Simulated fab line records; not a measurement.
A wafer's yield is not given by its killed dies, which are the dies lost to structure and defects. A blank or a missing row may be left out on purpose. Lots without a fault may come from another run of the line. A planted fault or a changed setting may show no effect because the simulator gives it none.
Which tool did it? | flow n5_finfet | 10 lots, 30 wafers sampled, at 5 steps of a route of 1938

== WHAT THE GAUGES SHOWED, per wafer ==
The record lacks any reading of a measuring or inspecting step that a usual standard deviation could be used to judge.

== EACH LOT AND THE TOOL THAT RAN IT (in order: tool; ch and the chambers of the sampled wafers; start) ==
lot  | N5_BEOL_M5_STRIP_36                | N5_BEOL_M5_ETCH_41                            | N5_BEOL_M5_CURE_80            | N5_BEOL_M5_ALD_86                   | N5_PASSIVATION_PROBE_49
L757 | rie_diel-03 ch 0,2, day 8 15:05    | rie_diel-03 ch 0,2, day 8 15:28 or earlier    | uv_cure-03 ch 2, day 8 15:28  | ald_metal-02 ch 1,3, day 8 17:13    | -
L758 | rie_diel-06 ch 2,3, day 9 01:56    | rie_diel-06 ch 2,3, day 9 02:26 or earlier    | uv_cure-02 ch 0, day 9 02:26  | ald_metal-01 ch 0,1,3, day 9 03:21  | prober-02, day 13 10:04
L759 | rie_diel-06 ch 0,1, day 9 05:12    | rie_diel-06 ch 0,1, day 9 05:42 or earlier    | uv_cure-01 ch 2, day 9 05:42  | ald_metal-02 ch 0,1,3, day 9 06:29  | -
L760 | rie_diel-06 ch 2,3, day 9 11:37    | rie_diel-06 ch 2,3, day 9 12:07 or earlier    | uv_cure-02 ch 2, day 9 12:07  | ald_metal-02 ch 0,1,2, day 9 12:32  | prober-01, day 13 08:53
L767 | rie_diel-05 ch 0,1,3, day 11 09:37 | rie_diel-05 ch 0,1,3, day 11 10:07 or earlier | uv_cure-01 ch 2, day 11 10:07 | ald_metal-02 ch 0,1,2, day 11 10:49 | -
L772 | rie_diel-05 ch 0,1,2, day 12 20:49 | rie_diel-05 ch 0,1,2, day 12 21:14 or earlier | uv_cure-02 ch 2, day 12 21:14 | ald_metal-03 ch 0,1,2, day 12 21:37 | -
L773 | rie_diel-05 ch 0,1,2, day 13 02:23 | rie_diel-05 ch 0,1,2, day 13 02:49 or earlier | uv_cure-02 ch 1, day 13 02:49 | ald_metal-03 ch 1,2,3, day 13 03:11 | -
L776 | rie_diel-03 ch 0,1,2, day 14 01:22 | rie_diel-03 ch 0,1,2, day 14 01:52 or earlier | uv_cure-02 ch 2, day 14 01:52 | ald_metal-02 ch 1,3, day 14 02:14   | -
L778 | rie_diel-06 ch 0,1,3, day 14 04:34 | rie_diel-06 ch 0,1,3, day 14 05:00 or earlier | uv_cure-02 ch 2, day 14 05:00 | ald_metal-03 ch 1,2, day 14 06:16   | -
L777 | rie_diel-03 ch 0,2,3, day 14 11:18 | rie_diel-03 ch 0,2,3, day 14 11:45 or earlier | uv_cure-02 ch 1, day 14 11:45 | ald_metal-01 ch 1,3, day 14 12:23   | -
- N5_BEOL_M5_STRIP_36: strips in N2/H2.
- N5_BEOL_M5_ETCH_41: etches SiCN in CH3F/O2, target depth 31.5 nm, time 56.7 s.
- N5_BEOL_M5_CURE_80: cures SiCOH lowk, time 120 s.
- N5_BEOL_M5_ALD_86: deposits TaN, pulse time 2 s, purge time 3 s, co reactant purge time 2 s.
- N5_PASSIVATION_PROBE_49

== AS READ BY THE TOOLS THEMSELVES (means over the sampled wafers that have a number; for cases with no such wafer, the mark the record gives instead) ==
N5_BEOL_M5_STRIP_36. Usual: drypump_motor_current_A 5.81 A, standard deviation 0.25; oes_product_au 0.78 a.u., standard deviation 0.082; rf_vpp_V 59.1 V, standard deviation 1.4; showerhead_plenum_p_Torr 2.55 Torr, standard deviation 0.081; temp_c 40.01 C, standard deviation 0.12; throttle_valve_pct 23.6 %, standard deviation 0.41.
lot  | tool        | drypump_motor_current_A (A) | oes_product_au (a.u.) | rf_vpp_V (V) | showerhead_plenum_p_Torr (Torr) | temp_c (C) | throttle_valve_pct (%) | flag
L757 | rie_diel-03 | 5.65                        | 0.90                  | 58.7         | 2.64                            | 40.02      | 23.7                   |
L758 | rie_diel-06 | 5.86                        | 0.83                  | 59.6         | 2.49                            | 40.10      | 23.4                   |
L759 | rie_diel-06 | 5.63                        | 0.74                  | 58.6         | 2.59                            | 39.91      | 23.8                   |
L760 | rie_diel-06 | 5.84                        | 0.82                  | 57.7         | 2.49                            | 39.93      | 23.3                   |
L767 | rie_diel-05 | 5.73                        | 0.82                  | 58.5         | 2.59                            | 40.01      | 23.7                   |
L772 | rie_diel-05 | 5.86                        | 0.75                  | 58.6         | 2.54                            | 40.07      | 23.7                   |
L773 | rie_diel-05 | 5.87                        | 0.75                  | 59.6         | 2.54                            | 40.03      | 23.8                   |
L776 | rie_diel-03 | 5.88                        | 0.80                  | 59.9         | 2.63                            | 40.09      | 23.5                   |
L778 | rie_diel-06 | 5.80                        | 0.75                  | 59.0         | 2.52                            | 40.03      | 23.5                   |
L777 | rie_diel-03 | 5.61                        | 0.81                  | 58.1         | 2.57                            | 40.06      | 23.8                   |

N5_BEOL_M5_ETCH_41. Usual: drypump_motor_current_A 5.80 A, standard deviation 0.25; mfc_ar_sccm 150.0 sccm, standard deviation 0.46; oes_product_au 0.78 a.u., standard deviation 0.081; rf_vpp_V 297.4 V, standard deviation 1.7; showerhead_plenum_p_Torr 2.01 Torr, standard deviation 0.064; throttle_valve_pct 16.30 %, standard deviation 0.3.
lot  | tool        | drypump_motor_current_A (A) | mfc_ar_sccm (sccm) | oes_product_au (a.u.) | rf_vpp_V (V) | showerhead_plenum_p_Torr (Torr) | throttle_valve_pct (%) | flag
L757 | rie_diel-03 | 5.64                        | 149.6              | 0.90                  | 299.0        | 2.07                            | 16.05                  |
L758 | rie_diel-06 | 5.86                        | 150.1              | 0.82                  | 296.7        | 1.96                            | 16.11                  |
L759 | rie_diel-06 | 5.64                        | 150.0              | 0.74                  | 299.1        | 2.04                            | 16.41                  |
L760 | rie_diel-06 | 5.84                        | 150.2              | 0.82                  | 297.2        | 1.96                            | 16.10                  |
L767 | rie_diel-05 | 5.72                        | 150.1              | 0.82                  | 298.4        | 2.04                            | 16.24                  |
L772 | rie_diel-05 | 5.87                        | 150.1              | 0.74                  | 297.5        | 2.00                            | 16.43                  |
L773 | rie_diel-05 | 5.88                        | 150.6              | 0.74                  | 297.6        | 2.00                            | 16.43                  |
L776 | rie_diel-03 | 5.89                        | 150.5              | 0.78                  | 298.4        | 2.06                            | 16.12                  |
L778 | rie_diel-06 | 5.79                        | 150.1              | 0.75                  | 296.1        | 1.99                            | 16.32                  |
L777 | rie_diel-03 | 5.60                        | 149.9              | 0.81                  | 297.5        | 2.02                            | 16.26                  |

N5_BEOL_M5_CURE_80. Usual: lamp_power_pct 52.32 %, standard deviation 0.053; wafer_temp_C_max 371.9, standard deviation 0.79.
lot  | tool       | lamp_power_pct (%) | wafer_temp_C_max | flag
L757 | uv_cure-03 | 52.34              | 372.2            |
L758 | uv_cure-02 | 52.33              | 372.6            |
L759 | uv_cure-01 | 52.25              | 371.7            |
L760 | uv_cure-02 | 52.34              | 372.0            |
L767 | uv_cure-01 | 52.30              | 372.3            |
L772 | uv_cure-02 | 52.25              | 371.8            |
L773 | uv_cure-02 | 52.31              | 370.8            |
L776 | uv_cure-02 | 52.29              | 371.7            |
L778 | uv_cure-02 | 52.37              | 372.4            |
L777 | uv_cure-02 | 52.34              | 370.7            |

N5_BEOL_M5_ALD_86. Usual: 409 W for heater_power_w, sd 42.
lot  | tool         | heater_power_w (W) | flag
L757 | ald_metal-02 | 393                |
L758 | ald_metal-01 | 434                |
L759 | ald_metal-02 | 438                |
L760 | ald_metal-02 | 411                |
L767 | ald_metal-02 | 410                |
L772 | ald_metal-03 | 392                |
L773 | ald_metal-03 | 403                |
L776 | ald_metal-02 | 391                |
L778 | ald_metal-03 | 412                |
L777 | ald_metal-01 | 411                |

N5_PASSIVATION_PROBE_49. Usual: defect_limited_yield 91.5 %, standard deviation 1.5; killed_at_M0_to_M3 33, standard deviation 10; killed_at_M4_up 15, standard deviation 6.4; killed_at_contacts 12, standard deviation 5.4; killed_at_front_end 38, standard deviation 9.8; killed_at_other 4, standard deviation 3.1; killed_dies 101, standard deviation 18; killed_open 67, standard deviation 14; killed_short 33, standard deviation 7.9; sort_bin_5_function 5.0 %, standard deviation 1; sort_bin_6_memory 3.2 %, standard deviation 0.67; sort_n_pass 1079, standard deviation 18; sort_yield_pct 91.5 %, standard deviation 1.5.
lot  | tool      | defect_limited_yield (%) | killed_at_M0_to_M3 | killed_at_M4_up | killed_at_contacts | killed_at_front_end | killed_at_other | killed_dies | killed_open | killed_short | sort_bin_5_function (%) | sort_bin_6_memory (%) | sort_n_pass | sort_yield_pct (%) | flag
L758 | prober-02 | 92.2                     | 26                 | 12              | 9                  | 44                  | 1               | 92          | 61          | 30           | 5.0                     | 2.6                   | 1088        | 92.2               |
L760 | prober-01 | 92.2                     | 34                 | 11              | 8                  | 34                  | 4               | 92          | 64          | 28           | 5.1                     | 2.5                   | 1088        | 92.2               |

== THE ANSWER, worked out from the rows above alone ==
Rule: take the mean of a lot's wafers that have a number; if it is more than 3 standard deviations from the usual mean, the lot is off. Also off: a lot with no number at a reading for which 4 or more lots have one. All remaining lots with rows at the step are treated as sound. The gauges are gone through in route order, then the tools' own readings, and for those a lot's mean is taken as printed above. At the first step where some lot is off, the reading lying furthest off is the one used; lots without a number count as furthest.
Nothing can be told from this: no lot is off at any reading shown.

== WHAT THE SIMULATOR HAD PUT IN ==
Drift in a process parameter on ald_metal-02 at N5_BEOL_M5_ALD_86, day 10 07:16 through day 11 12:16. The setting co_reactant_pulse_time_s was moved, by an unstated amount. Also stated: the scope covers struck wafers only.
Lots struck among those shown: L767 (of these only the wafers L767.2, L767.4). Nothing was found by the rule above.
